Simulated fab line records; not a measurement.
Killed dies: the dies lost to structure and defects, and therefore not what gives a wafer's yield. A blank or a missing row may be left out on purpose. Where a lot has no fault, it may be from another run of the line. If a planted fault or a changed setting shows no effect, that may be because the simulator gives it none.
Comparing a struck lot with a sound one    flow nandHarc    15 steps out of a route of 1159
Sound: wafers L812.2, L812.4, L812.6. Struck: wafer L816.1 (L816.2, L816.4, from the same lot, were not struck and are left out); the cause is given at the end.
Each step with rows lists, per side, the tool, then ch with its chambers, then its first start. Under that, the readings that differ: sound wafers    struck wafers    difference of the means    sigmas: that difference in standard deviations of wafers without a fault.
alike: words and numbers the same on both sides, and readings whose means are apart by under 2 such deviations; not compared: readings that were withheld, readings missing a value for some wafer, numbers with overlapping values and no deviation given by the record, and bounds like >300 which may hide the same value.
Wherever a step has rows on one side only, a row that says differs or no value, or a row with sigmas, the two part there. Numbers that don't overlap but have no deviation are shown without sigmas and don't part them. A reading that every wafer of one side lacks parts them only if that side has two wafers or more.

first, 9 steps without rows for these wafers: NHARC_THIN_TSV_PVD_24 (deposits Al, target thk 800 nm); NHARC_THIN_TSV_DEHYDRATE_25 (time 120 s); NHARC_THIN_TSV_HMDS_26 (time 30 s); NHARC_THIN_TSV_COAT_27; NHARC_THIN_TSV_SOFTBAKE_28 (time 95 s); NHARC_THIN_TSV_EBR_29; NHARC_THIN_TSV_EXPOSE_30 (exposes mask PAD); NHARC_THIN_TSV_PEB_31 (peb time 85 s); NHARC_THIN_TSV_DEVELOP_32 (time 70 s).
NHARC_THIN_TSV_CD_MEAS_33: the cd target is 5000 nm.
  sound on cdSem-02 ch 0, day 22 04:42; struck on cdSem-03 ch 0, day 23 23:08
  alike: cdNm
then, 1 step without rows for these wafers: NHARC_THIN_TSV_HARDBAKE_34 (time 80 s).
NHARC_THIN_TSV_DESCUM_35: chemistry O2, time 3 s.
  sound on rieDiel-07 ch 0,3, day 22 04:51; struck on rieDiel-01 ch 3, day 23 23:19
  alike: drypumpMotorCurrentA, oesProductAu, rfVppV, showerheadPlenumPTorr, throttleValvePct
  not compared: rfHoursCounterH
NHARC_THIN_TSV_ETCH_59: etches the open film in Cl2/BCl3, target depth 880 nm, time 138.1 s.
  sound on rieMetal-02 ch 0,1, day 22 05:01; struck on rieMetal-03 ch 1, day 23 23:26
reading         sound              struck  difference  sigmas
runLengthS (s)  159.6 159.2 159.4  172.2   +12.8       +27
  alike: drypumpMotorCurrentA, mfcCl2Sccm, oesProductAu, throttleValvePct
  not compared: rfHoursCounterH
NHARC_THIN_TSV_ETCH_36: etches the open film in Cl2/BCl3, target depth 65 nm, time 18.571 s.
  sound on rieMetal-02 ch 0,1, day 22 05:14; struck on rieMetal-03 ch 0, day 23 23:41
reading                   sound        struck  difference  sigmas
drypumpMotorCurrentA (A)  4.8 4.8 5.9  6.2     +1.0        +3
  alike: oesProductAu, runLengthS
  not compared: rfHoursCounterH
NHARC_END_SORT_01:
  here the record holds rows for the struck wafers (prober-01 ch 0, day 24 08:13) but none for the sound ones

## WHERE THEY PART
Earliest at NHARC_THIN_TSV_ETCH_59; latest, in this record, at NHARC_END_SORT_01.

WHY: whatever the simulator had introduced
rieMetal-03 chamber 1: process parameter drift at NHARC_THIN_TSV_ETCH_59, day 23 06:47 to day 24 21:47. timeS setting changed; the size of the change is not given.
